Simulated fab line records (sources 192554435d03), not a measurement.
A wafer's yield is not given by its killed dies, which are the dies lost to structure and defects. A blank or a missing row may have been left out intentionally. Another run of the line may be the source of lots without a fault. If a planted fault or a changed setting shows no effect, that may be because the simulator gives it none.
Which of the tools did it?	flow n5 finfet	22 lots with 66 wafers sampled at 2 steps, on a route of 1938 steps

## WHAT THE GAUGES SHOWED, per wafer
N5_HKMG_FIN_OVL_MEAS_13.
lot	measured	on	NWFM_OVL (nm)
L074	day 4 05:13	overlay-02	0.3 0.9 0.5
L075	day 4 09:06	overlay-02	0.1 0.5 0.5
L076	day 4 16:43	overlay-01	0.2 -0.1 1.0
L077	day 4 23:29	overlay-01	0.0 0.6 -1.1
L078	day 5 01:16	overlay-02	-0.2 0.4 0.5
L079	day 5 13:56	overlay-02	-0.5 -0.6 -0.1
L080	day 5 18:12	overlay-01	-1.0 0.4 0.8
L082	day 6 06:11	overlay-02	0.7 1.2 0.6
L083	day 6 11:17	overlay-02	-0.1 -0.3 0.9
L084	day 6 18:57	overlay-01	0.1 0.1 0.1
L085	day 6 23:31	overlay-01	-0.1 0.5 0.5
L086	day 7 01:55	overlay-01	-0.7 -0.4 0.5
L087	day 7 11:28	overlay-01	0.5 -0.2 -0.1
L088	day 7 17:05	overlay-01	0.2 -0.4 0.3
L089	day 7 23:12	overlay-01	-0.9 0.5 0.0
L090	day 8 05:17	overlay-01	0.8 1.0 -0.4
L091	day 8 08:04	overlay-01	0.4 -0.7 0.6
L092	day 8 14:59	overlay-01	0.2 -0.2 -0.5
L094	day 9 04:26	overlay-02	0.1 0.1 0.1
L095	day 9 08:43	overlay-01	1.1 -0.2 0.4
L096	day 9 16:30	overlay-02	-0.1 -0.7 -0.3
L097	day 9 23:32	overlay-01	1.5 0.9 0.7

## WHAT TOOL EACH LOT RAN ON (gives the tool, then ch and the chambers of the sampled wafers, and finally the start)
lot	N5_HKMG_FIN_ALD_36
L074	ald metal-02 ch 1,2, day 4 04:02
L075	ald metal-01 ch 0,2,3, day 4 08:02
L076	ald metal-02 ch 0,1,2, day 4 15:39
L077	ald metal-01 ch 0,2, day 4 22:25
L078	ald metal-01 ch 0,2,3, day 5 00:05
L079	ald metal-01 ch 1,2,3, day 5 12:52
L080	ald metal-03 ch 2,3, day 5 17:01
L082	ald metal-02 ch 0,2,3, day 6 05:08
L083	ald metal-01 ch 0,1,3, day 6 10:14
L084	ald metal-01 ch 2,3, day 6 17:53
L085	ald metal-03 ch 2,3, day 6 22:13
L086	ald metal-03 ch 2,3, day 7 00:35
L087	ald metal-03 ch 2,3, day 7 10:09
L088	ald metal-03 ch 0,3, day 7 16:01
L089	ald metal-02 ch 0,2,3, day 7 22:01
L090	ald metal-02 ch 0,2,3, day 8 04:06
L091	ald metal-03 ch 0,1,2, day 8 06:53
L092	ald metal-01 ch 0,1,2, day 8 13:49
L094	ald metal-01 ch 1,2,3, day 9 03:16
L095	ald metal-02 ch 0,1,2, day 9 07:31
L096	ald metal-01 ch 0,1, day 9 15:18
L097	ald metal-03 ch 0,2,3, day 9 22:21
- N5_HKMG_FIN_ALD_36: deposits TiN, target thk 1 nm, pulse time 1 s, purge time 3 s.

## AS READ BY THE TOOLS THEMSELVES (means over the sampled wafers that have a number; for cases with no such wafer, the mark the record gives instead)
N5_HKMG_FIN_ALD_36.
lot	tool	heater power w (W)	precursor pulse height rel
L074	ald metal-02	911	1.006
L075	ald metal-01	876	0.991
L076	ald metal-02	922	1.005
L077	ald metal-01	942	1.005
L078	ald metal-01	873	0.998
L079	ald metal-01	980	1.007
L080	ald metal-03	783	0.993
L082	ald metal-02	887	0.961
L083	ald metal-01	923	1.006
L084	ald metal-01	876	1.002
L085	ald metal-03	754	1.002
L086	ald metal-03	753	1.000
L087	ald metal-03	783	0.982
L088	ald metal-03	991	0.998
L089	ald metal-02	877	0.984
L090	ald metal-02	881	0.993
L091	ald metal-03	871	1.004
L092	ald metal-01	993	0.995
L094	ald metal-01	980	0.996
L095	ald metal-02	910	1.012
L096	ald metal-01	1037	0.998
L097	ald metal-03	865	0.986

## THE ANSWER, worked out from the rows above alone
Rule: the lots themselves supply what counts as usual. The widest of any qualifying gaps counts: lots, ordered by their means at a reading, are off when they make up no more than a third of the lots, leave a main group of 4 or more, and stand apart from it by 3 or more times the standard deviation of that group's means. Not used: any main group whose means are identical at the precision the tables above print for the reading. Also off: a lot with no number at a reading for which 4 or more lots have one. Any other lot the step has rows for is counted as sound. Order of review: gauges by route order, followed by the tools' own readings, for which a lot's mean as printed above is used. The first step at which some lot is off is used, and at that step the reading that is off furthest; a lot without a number counts as furthest.
Across all readings shown, no lot is off: no conclusion can be drawn from this.

## WHAT WAS PUT IN BY THE SIMULATOR
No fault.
